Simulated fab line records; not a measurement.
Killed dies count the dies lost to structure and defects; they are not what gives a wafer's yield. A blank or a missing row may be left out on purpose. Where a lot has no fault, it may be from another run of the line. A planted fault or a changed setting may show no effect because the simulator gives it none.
Chamber matching || flow n5 finfet || 4 sister chambers for N5_DUMMY_REMOVAL_HM_STRIP_01 on rie diel-01
The step strips SiNx in CH3F/O2, stops on poly-Si, target depth 4 nm, time 6.8 s. 8 wafers are shown with their chamber, then 7 later ones without.

== WAFERS, EACH WITH ITS CHAMBER ==
{"wafer": "L147.1", "chamber": 3, "showerhead plenum p Torr (Torr)": 1.95, "drypump motor current A (A)": 5.66}
{"wafer": "L148.1", "chamber": 3, "showerhead plenum p Torr (Torr)": 1.95, "drypump motor current A (A)": 5.66}
{"wafer": "L148.6", "chamber": 1, "showerhead plenum p Torr (Torr)": 2.07, "drypump motor current A (A)": 5.58}
{"wafer": "L154.1", "chamber": 0, "showerhead plenum p Torr (Torr)": 2.03, "drypump motor current A (A)": 5.08}
{"wafer": "L154.2", "chamber": 2, "showerhead plenum p Torr (Torr)": 1.99, "drypump motor current A (A)": 5.69}
{"wafer": "L154.6", "chamber": 1, "showerhead plenum p Torr (Torr)": 2.06, "drypump motor current A (A)": 5.62}
{"wafer": "L156.1", "chamber": 2, "showerhead plenum p Torr (Torr)": 1.99, "drypump motor current A (A)": 5.68}
{"wafer": "L156.2", "chamber": 0, "showerhead plenum p Torr (Torr)": 2.03, "drypump motor current A (A)": 5.07}

== WAFERS WITH NO CHAMBER GIVEN ==
{"wafer": "L156.5", "showerhead plenum p Torr (Torr)": 1.94, "drypump motor current A (A)": 5.66}
{"wafer": "L158.1", "showerhead plenum p Torr (Torr)": 1.94, "drypump motor current A (A)": 5.68}
{"wafer": "L158.4", "showerhead plenum p Torr (Torr)": 1.99, "drypump motor current A (A)": 5.68}
{"wafer": "L158.5", "showerhead plenum p Torr (Torr)": 1.99, "drypump motor current A (A)": 5.68}
{"wafer": "L159.1", "showerhead plenum p Torr (Torr)": 1.99, "drypump motor current A (A)": 5.68}
{"wafer": "L159.5", "showerhead plenum p Torr (Torr)": 1.94, "drypump motor current A (A)": 5.68}
{"wafer": "L159.6", "showerhead plenum p Torr (Torr)": 1.99, "drypump motor current A (A)": 5.69}

== WHICH CHAMBER EACH ONE RAN IN ==
{"wafer": "L156.5", "from the rows above": 3, "in truth": 3}
{"wafer": "L158.1", "from the rows above": 3, "in truth": 3}
{"wafer": "L158.4", "from the rows above": 2, "in truth": 2}
{"wafer": "L158.5", "from the rows above": 2, "in truth": 2}
{"wafer": "L159.1", "from the rows above": 2, "in truth": 2}
{"wafer": "L159.5", "from the rows above": 3, "in truth": 3}
{"wafer": "L159.6", "from the rows above": 2, "in truth": 2}
Correctly placed: 7 of 7. Not placeable from these rows: 0. Wrongly placed: 0.
How it was worked out, from the rows above alone: a wafer's distance from a chamber is the root of the sum, over the readings, of the square of ((its reading less the chamber's mean) divided by the reading's scatter). If the next closest chamber is less than 2 further off than the closest, the wafer can't be placed; otherwise it belongs to the closest. The mean given for a chamber averages the wafers shown for that chamber. The scatter: the root of (the sum of the squares of (reading less its chamber's mean) over the shown wafers, divided by (wafers less chambers)).
